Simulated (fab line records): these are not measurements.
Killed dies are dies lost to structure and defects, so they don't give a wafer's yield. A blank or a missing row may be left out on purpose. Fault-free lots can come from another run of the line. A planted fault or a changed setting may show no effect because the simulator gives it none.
Chamber matching + flow n5Finfet + N5_BEOL_M0_ALD_136 on aldMetal-01: 4 sister chambers
The step deposits TaN, pulse time 2 s, purge time 3 s, co reactant purge time 2 s. 18 wafers are shown with their chamber, then 9 later ones without.

WAFERS PAIRED WITH THEIR CHAMBERS
| wafer  | chamber | heaterPowerW (W) | precursorVesselPressureTorr (Torr) |
|--------|---------|------------------|------------------------------------|
| L075.1 | 3       | 483              | 26.24                              |
| L075.2 | 0       | 417              | 26.24                              |
| L075.5 | 0       | 428              | 26.31                              |
| L078.1 | 2       | 363              | 26.21                              |
| L078.4 | 1       | 462              | 26.20                              |
| L078.5 | 3       | 475              | 26.25                              |
| L079.1 | 0       | 427              | 26.32                              |
| L079.3 | 1       | 459              | 26.17                              |
| L079.5 | 0       | 428              | 26.26                              |
| L087.1 | 0       | 421              | 26.36                              |
| L087.4 | 1       | 463              | 26.18                              |
| L087.5 | 3       | 482              | 26.29                              |
| L089.1 | 0       | 419              | 26.28                              |
| L089.2 | 3       | 483              | 26.30                              |
| L089.4 | 1       | 466              | 26.24                              |
| L090.1 | 2       | 363              | 26.19                              |
| L090.2 | 1       | 488              | 26.25                              |
| L090.3 | 3       | 467              | 26.27                              |

SIGNATURES (averages over the wafers above)
| reading                     | chamber 0 | chamber 1 | chamber 2 | chamber 3 | scatter within a chamber |
|-----------------------------|-----------|-----------|-----------|-----------|--------------------------|
| heaterPowerW                | 423.33    | 467.60    | 363.00    | 478.00    | 7.85                     |
| precursorVesselPressureTorr | 26.2950   | 26.2080   | 26.2000   | 26.2700   | 0.0353                   |
Rule: a wafer lies at a distance from a chamber equal to the root of the sum of squares, over the readings, of (its reading less the chamber's mean, divided by the reading's scatter). If the next closest chamber is less than 2 further off than the closest, the wafer can't be placed; otherwise it belongs to the closest. The scatter: take each reading less its chamber's mean, square it, sum over the shown wafers, divide by the number of wafers less the number of chambers, and take the root.

WAFERS WITHOUT THEIR CHAMBER
| wafer  | heaterPowerW (W) | precursorVesselPressureTorr (Torr) |
|--------|------------------|------------------------------------|
| L093.1 | 471              | 26.37                              |
| L093.4 | 417              | 26.36                              |
| L093.6 | 478              | 26.31                              |
| L095.1 | 470              | 26.28                              |
| L095.2 | 366              | 26.29                              |
| L095.3 | 425              | 26.35                              |
| L096.1 | 423              | 26.24                              |
| L096.3 | 473              | 26.26                              |
| L096.4 | 367              | 26.17                              |

THE CHAMBER EACH PASSED THROUGH
| wafer  | from the rows above     | in truth |
|--------|-------------------------|----------|
| L093.1 | can't be placed: 3 or 1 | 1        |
| L093.4 | 0                       | 0        |
| L093.6 | 3                       | 3        |
| L095.1 | can't be placed: 3 or 1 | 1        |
| L095.2 | 2                       | 2        |
| L095.3 | 0                       | 0        |
| L096.1 | 0                       | 0        |
| L096.3 | can't be placed: 3 or 1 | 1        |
| L096.4 | 2                       | 2        |
6 of 9 placed correctly. Not placeable from these rows: 3 (in 3, the candidates include the true chamber). Placed wrongly: 0.
